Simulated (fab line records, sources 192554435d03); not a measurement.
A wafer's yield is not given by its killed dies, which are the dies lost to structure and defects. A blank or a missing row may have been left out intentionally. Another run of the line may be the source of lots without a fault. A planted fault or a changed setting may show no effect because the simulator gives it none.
One fault seen from 2 desks || flow n5_finfet || numbers are kept per desk, each desk with only its own; the story behind them comes last

== THE TOOL OWNER'S DESK: litho_track-02 ==
The tool's own readings at N5_PMOS_HMC_CHANNEL_EPI_PEB_07 (peb time 60 s): means of the sampled wafers that have a number, for each lot that ran on this tool. Marked OUT: a lot whose mean sits more than 4 standard deviations from the usual mean, which makes it out of limits; the brackets give that distance.
Columns: A = heater_power_total_W at N5_PMOS_HMC_CHANNEL_EPI_PEB_07, usual 175.3 W
{"lot": "L795", "first seen here": "day 2 11:16", "A": 175.4}
{"lot": "L799", "first seen here": "day 3 11:02", "A": 178.9}
{"lot": "L800", "first seen here": "day 3 17:06", "A": 179.8}
{"lot": "L803", "first seen here": "day 4 11:39", "A": 179.7}
Result from this desk: across the 4 lots, nothing is out of limits.

== THE METROLOGY DESK ==
What the gauges read, lot by lot, whatever tool the lot ran on: means of the sampled wafers that have a number. Marked OUT: a lot whose mean sits more than 4 standard deviations from the usual mean, which makes it out of limits; the brackets give that distance. Shown here are 7 of its 10 readings, the ones lying furthest out on some lot.
Columns: A = DIBL_N at N5_BEOL_M4_RC_MEAS_101, usual 37.3 mV/V; B = IOFF_N at N5_BEOL_M4_RC_MEAS_101, usual 0.18 nA/um; C = IOFF_P at N5_BEOL_M4_RC_MEAS_101, usual 0.25 nA/um; D = ION_P at N5_BEOL_M4_RC_MEAS_101, usual 468 uA/um; E = SS_P at N5_BEOL_M4_RC_MEAS_101, usual 73.6 mV/dec; F = VT_N at N5_BEOL_M4_RC_MEAS_101, usual 248 mV; G = VT_P at N5_BEOL_M4_RC_MEAS_101, usual -248 mV
{"lot": "L795", "first seen here": "day 8 21:04", "A": 34.3, "B": 0.12, "C": 0.18, "D": 461, "E": 72.5, "F": 254, "G": -250}
{"lot": "L799", "first seen here": "day 9 07:19", "A": 39.1, "B": 0.24, "C": 0.31, "D": 475, "E": 73.8, "F": 242, "G": -244}
{"lot": "L800", "first seen here": "day 9 23:50", "A": 37.1, "B": 0.17, "C": 0.24, "D": 473, "E": 73.5, "F": 247, "G": -246}
{"lot": "L803", "first seen here": "day 10 20:56", "A": 37.8, "B": 0.17, "C": 0.21, "D": 454, "E": 73.9, "F": 249, "G": -252}
{"lot": "L806", "first seen here": "day 11 01:53", "A": 38.3, "B": 0.18, "C": 0.26, "D": 472, "E": 74.2, "F": 249, "G": -248}
Result from this desk: across the 5 lots, nothing is out of limits.

== BROUGHT TOGETHER ==
The tool owner's desk saw nothing out of limits.
At the metrology desk, nothing out of limits was observed.

== WHAT THE SIMULATOR HAD INSERTED ==
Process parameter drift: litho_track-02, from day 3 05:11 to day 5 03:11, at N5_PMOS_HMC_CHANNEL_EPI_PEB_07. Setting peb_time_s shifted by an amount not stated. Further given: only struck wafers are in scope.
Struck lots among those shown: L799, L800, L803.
